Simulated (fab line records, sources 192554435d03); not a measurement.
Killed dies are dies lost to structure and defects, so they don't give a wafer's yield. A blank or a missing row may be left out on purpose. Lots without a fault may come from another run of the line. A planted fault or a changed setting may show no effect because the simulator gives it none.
Which tool did it? | flow n5_finfet | 24 lots, 72 wafers sampled, at 1 step of a route of 1938

WHAT THE GAUGES READ, wafer by wafer
N5_BEOL_M11_CD_MEAS_28: target cd 70 nm. Usual: cd_nm 69.2 nm, standard deviation 0.8.
lot  | measured     | on        | cd_nm (nm)     | flag
L074 | day 10 10:10 | cd_sem-02 | 68.9 68.9 70.0 |
L075 | day 10 17:42 | cd_sem-01 | 70.0 69.8 70.9 |
L076 | day 11 03:08 | cd_sem-02 | 67.8 67.7 68.1 |
L077 | day 11 15:20 | cd_sem-01 | 69.0 68.3 67.4 |
L079 | day 12 00:11 | cd_sem-03 | 67.4 69.3 68.8 |
L080 | day 12 00:27 | cd_sem-01 | 69.6 68.8 69.5 |
L078 | day 12 03:07 | cd_sem-02 | 70.8 70.1 70.2 |
L081 | day 12 05:44 | cd_sem-02 | 69.0 68.4 68.7 |
L082 | day 12 17:11 | cd_sem-01 | 69.0 68.2 68.9 |
L085 | day 13 02:49 | cd_sem-01 | 67.8 68.6 67.8 |
L083 | day 13 08:32 | cd_sem-02 | 68.8 69.4 69.3 |
L084 | day 13 14:28 | cd_sem-03 | 69.9 69.4 69.1 |
L087 | day 13 18:01 | cd_sem-03 | 69.0 70.3 70.3 |
L086 | day 13 21:29 | cd_sem-03 | 68.1 67.4 68.9 |
L090 | day 14 10:35 | cd_sem-02 | 68.9 69.4 68.8 |
L088 | day 14 15:53 | cd_sem-01 | 69.0 69.0 69.4 |
L091 | day 14 19:14 | cd_sem-03 | 69.2 68.2 69.2 |
L089 | day 15 02:14 | cd_sem-01 | 69.0 69.6 70.0 |
L092 | day 15 06:05 | cd_sem-03 | 68.6 69.4 69.8 |
L093 | day 15 11:22 | cd_sem-02 | 68.5 69.0 69.1 |
L094 | day 15 19:31 | cd_sem-01 | 70.1 69.4 70.4 |
L095 | day 16 06:32 | cd_sem-02 | 69.3 70.0 69.0 |
L096 | day 16 06:42 | cd_sem-02 | 70.1 68.6 69.7 |
L097 | day 16 16:09 | cd_sem-02 | 69.6 69.7 68.1 |

WHICH TOOL RAN EACH LOT (tool, then ch and the chambers of the sampled wafers, then the start)
The record holds no process step before these readings.

WHAT THE TOOLS THEMSELVES READ (means of the sampled wafers that have a number; where no wafer has one, the mark that the record gives instead)
The record holds no such reading with a usual standard deviation.

THE ANSWER, worked out from the rows above alone
Rule: a lot is off if the mean of its wafers that have a number lies more than 3 standard deviations from the usual mean. A lot without any number at a reading at which 4 lots or more have one is off too. The other lots that the step has rows for count as sound. The gauges are gone through in route order, then the tools' own readings, and for those a lot's mean is taken as printed above. The first step at which some lot is off is used, and at that step the reading that is off furthest; a lot without a number counts as furthest.
No lot is off at any reading shown: from this, nothing can be told.

WHAT THE SIMULATOR HAD PUT IN
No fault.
